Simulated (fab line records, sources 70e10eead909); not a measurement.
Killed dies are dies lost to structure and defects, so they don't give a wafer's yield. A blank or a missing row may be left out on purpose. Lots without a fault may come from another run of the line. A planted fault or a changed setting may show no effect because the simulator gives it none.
Chamber matching | flow nand_harc | NHARC_P_CONTACT_ETCH_35 on rie_diel-07: 4 sister chambers
The step etches the open film in CF4, target depth 39 nm, time 65 s. 8 wafers are shown with their chamber, then 9 later ones without.

WAFERS WITH THEIR CHAMBER
wafer  | chamber | drypump_motor_current_A (A) | oes_product_au (a.u.)
L075.4 | 2       | 5.3                         | 0.998
L082.4 | 0       | 5.4                         | 0.999
L086.1 | 3       | 5.5                         | 1.024
L086.5 | 1       | 5.1                         | 0.976
L086.6 | 2       | 5.3                         | 0.997
L090.2 | 1       | 5.1                         | 0.990
L090.3 | 3       | 5.4                         | 1.012
L090.4 | 0       | 5.3                         | 1.004

WAFERS WITHOUT THEIR CHAMBER
wafer  | drypump_motor_current_A (A) | oes_product_au (a.u.)
L093.1 | 5.5                         | 0.988
L093.3 | 5.3                         | 1.022
L093.6 | 5.4                         | 0.996
L095.2 | 5.3                         | 1.023
L095.3 | 5.3                         | 1.010
L095.5 | 5.3                         | 1.025
L097.2 | 5.4                         | 1.017
L097.4 | 5.3                         | 1.000
L097.6 | 5.3                         | 1.010

WHICH CHAMBER EACH WENT THROUGH
wafer  | from the rows above          | in truth
L093.1 | can't be placed: 0 or 2 or 3 | 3
L093.3 | can't be placed: 3 or 0 or 2 | 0
L093.6 | can't be placed: 0 or 2      | 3
L095.2 | can't be placed: 3 or 0 or 2 | 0
L095.3 | can't be placed: 0 or 2 or 3 | 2
L095.5 | can't be placed: 3 or 0 or 2 | 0
L097.2 | can't be placed: 3 or 0      | 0
L097.4 | can't be placed: 2 or 0      | 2
L097.6 | can't be placed: 0 or 2 or 3 | 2
Placed correctly: 0 of 9. Can't be placed from these rows: 9 (the true chamber is among the candidates in 8). Placed wrongly: 0.
How it was worked out, from the rows above alone: a wafer's distance from a chamber is the root of the sum, over the readings, of the square of ((its reading less the chamber's mean) divided by the reading's scatter). The wafer belongs to the nearest chamber; if the next one is less than 2 further off, it can't be placed. A chamber's mean is the mean of its shown wafers. The scatter: the root of (the sum of the squares of (reading less its chamber's mean) over the shown wafers, divided by (wafers less chambers)).
